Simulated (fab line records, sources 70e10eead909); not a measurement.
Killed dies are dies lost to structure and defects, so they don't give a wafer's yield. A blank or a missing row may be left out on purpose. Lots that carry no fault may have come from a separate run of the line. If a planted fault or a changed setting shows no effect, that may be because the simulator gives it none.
Which of the tools did it? ; flow nand-harc ; 12 lots, 36 wafers sampled, at 1 step of a route of 1159

WHAT EACH GAUGE READ, for each wafer
NHARC_P_STI_OVL_MEAS_10.
lot;measured;on;overlay-x-nm (nm)
L075;day 2 19:59;overlay-01;5 5 5
L078;day 3 07:38;overlay-01;3 2 3
L079;day 3 16:47;overlay-01;-1 -1 -1
L081;day 4 06:01;overlay-01;-4 -5 -5
L083;day 4 16:57;overlay-01;-3 -3 -3
L086;day 5 08:34;overlay-02;-2 -2 -1
L087;day 5 19:26;overlay-02;2 1 2
L089;day 6 06:07;overlay-02;-3 -2 -2
L091;day 6 18:14;overlay-02;7 6 7
L093;day 7 05:39;overlay-02;-2 -2 -2
L095;day 7 16:42;overlay-01;7 7 8
L097;day 8 01:28;overlay-02;0 0 0

WHICH TOOL RAN EACH LOT (tool, then ch and the chambers of the sampled wafers, then the start)
Record: no process step prior to these readings.

THE ANSWER, worked out from the rows above alone
Rule: usual is defined by the lots themselves. The widest of any qualifying gaps counts: lots, ordered by their means at a reading, are off when they make up no more than a third of the lots, leave a main group of 4 or more, and stand apart from it by 3 or more times the standard deviation of that group's means. A main group is skipped when, at the precision printed for the reading in the tables above, its means are all equal. Also off: a lot with no number at a reading for which 4 or more lots have one. All remaining lots with rows at the step are treated as sound.
None of the lots is off at any reading shown; this tells nothing.

WHAT WAS PUT IN BY THE SIMULATOR
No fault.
